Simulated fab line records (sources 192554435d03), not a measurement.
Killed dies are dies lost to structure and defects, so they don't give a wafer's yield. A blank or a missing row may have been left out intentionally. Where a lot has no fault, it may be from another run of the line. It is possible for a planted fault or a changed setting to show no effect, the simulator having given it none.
Comparing a struck lot with a sound one ; flow n5Finfet ; 23 out of 1938 route steps
Sound: the wafers L464.1, L464.3, L464.4. Wafers struck: L470.1, L470.3, L470.4. The cause comes at the end.
Per side, at each step with rows, come the tool, then ch with its chambers, and then its first start. Under that, the readings that differ: sound wafers ; struck wafers ; difference of the means ; sigmas: that difference in standard deviations of wafers without a fault.
alike: readings whose means differ by less than 2 such deviations, and words and numbers that are the same on both sides. not compared: withheld readings, readings that some wafer has no value for, bounds like >300 that may hide the same value, and numbers for which the record gives no deviation and whose values overlap.
The two part at a step that has a row with sigmas, a row that says differs or no value, or rows on one side only. Numbers that don't overlap but have no deviation are shown without sigmas and don't part them. A reading missing from all wafers of one side parts the sides only when that side holds two or more wafers.

first, 8 steps without rows for these wafers: N5_BEOL_M7_ANNEAL_51 (time 90 s); N5_BEOL_M7_CMP_52 (polishes, stops on SiCOH lowk, t overpolish 6.9 s, target thk 80 nm); N5_BEOL_M7_PRE_CLEAN_55 (time 15 s); N5_BEOL_M7_DEP_56 (deposits SiCN from 3MS/NH3, target thk 10 nm, time 17.5 s); N5_BEOL_M8_ILD_DEP_00 (deposits SiCOH lowk from DEMS/porogen, target thk 179.75 nm, time 33.4 s); N5_BEOL_M8_CURE_74 (cures SiCOH lowk, time 240 s); N5_BEOL_M8_PECVD_70 (deposits SiO2 from TEOS/O2, target thk 20 nm, time 22.7 s); N5_BEOL_M8_HM_DEP_02 (deposits TiN, target thk 20 nm).
N5_BEOL_M8_COAT_59: time 60 s, resist thk 100 nm.
  sound on lithoTrack-02 ch 0, day 9 22:33; struck on lithoTrack-02 ch 0, day 11 20:47
reading;sound;struck;difference;sigmas
spinSpeedRpm (rpm);1500.0 1499.9 1500.9;1703.1 1704.4 1703.9;+203.5;+99 or more
model.SOC_of_BEOL_M8_COAT_59.thkNm (nm);100.2 100.2 100.4;94 93.8 94;-6;
  alike: chillPlateTempC
then, 9 steps without rows for these wafers: N5_BEOL_M8_COAT_60 (time 60 s, resist thk 35 nm); N5_BEOL_M8_COAT_05 (resist thk 90 nm); N5_BEOL_M8_EBR_07; N5_BEOL_M8_SOFTBAKE_06 (time 60 s); N5_BEOL_M8_EXPOSE_08 (exposes mask M8); N5_BEOL_M8_PEB_09 (peb time 60 s); N5_BEOL_M8_DEVELOP_10 (develop time 30 s); N5_BEOL_M8_DESCUM_16 (chemistry O2, time 7.9 s); N5_BEOL_M8_ETCH_61 (etches SiARC in CF4, target depth 45.5 nm, time 75.8 s).
N5_BEOL_M8_ETCH_62: etches SOC in N2/H2, target depth 110 nm, overetch 22 nm, time 165 s.
  sound on rieDiel-06 ch 1,3, day 9 23:06; struck on rieDiel-06 ch 0,1,2, day 11 21:35
reading;sound;struck;difference;sigmas
model.etch.depthNm (nm);100.3 100.2 100.4;94.05 93.89 94.09;-6.29;
  alike: chamberPressureMTorr, drypumpMotorCurrentA, oesProductAu, rfFwdPowerW, rfVppV, showerheadPlenumPTorr, throttleValvePct
  not compared: rfHoursCounterH
then, 2 steps without rows for these wafers: N5_BEOL_M8_STRIP_68 (strips in N2/H2); N5_BEOL_M8_STRIP_67 (strips in CF4).
N5_BEOL_M8_HM_OPEN_17: chemistry Cl2/BCl3, target TiN, target depth 20 nm, overetch 6 nm.
  sound on rieMetal-01 ch 1, day 9 23:17; struck on rieMetal-03 ch 1, day 11 21:46
reading;sound;struck;difference;sigmas
oes_ar_750_au (a.u.);0.70 0.69 0.70;0.88 0.88 0.87;+0.18;+2
oesProductAu (a.u.);0.56 0.56 0.55;0.78 0.79 0.78;+0.23;+3
model.SOC_of_BEOL_M8_COAT_59.thkNm (nm);92.2 92.2 92.4;86.4 86.2 86.4;-5.9;
  alike: chamberPressureMTorr, drypumpMotorCurrentA, heBacksideLeakSccm, rfFwdPowerW, throttleValvePct
  not compared: rfHoursCounterH
then, 1 step without rows for these wafers: N5_BEOL_M8_STRIP_19 (strips in O2).

== WHERE THEY PART ==
At N5_BEOL_M8_COAT_59 first; at N5_BEOL_M8_HM_OPEN_17 last (within this record only).

WHY: whatever the simulator had introduced
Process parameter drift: lithoTrack-02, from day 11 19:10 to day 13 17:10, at N5_BEOL_M8_COAT_59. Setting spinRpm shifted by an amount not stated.
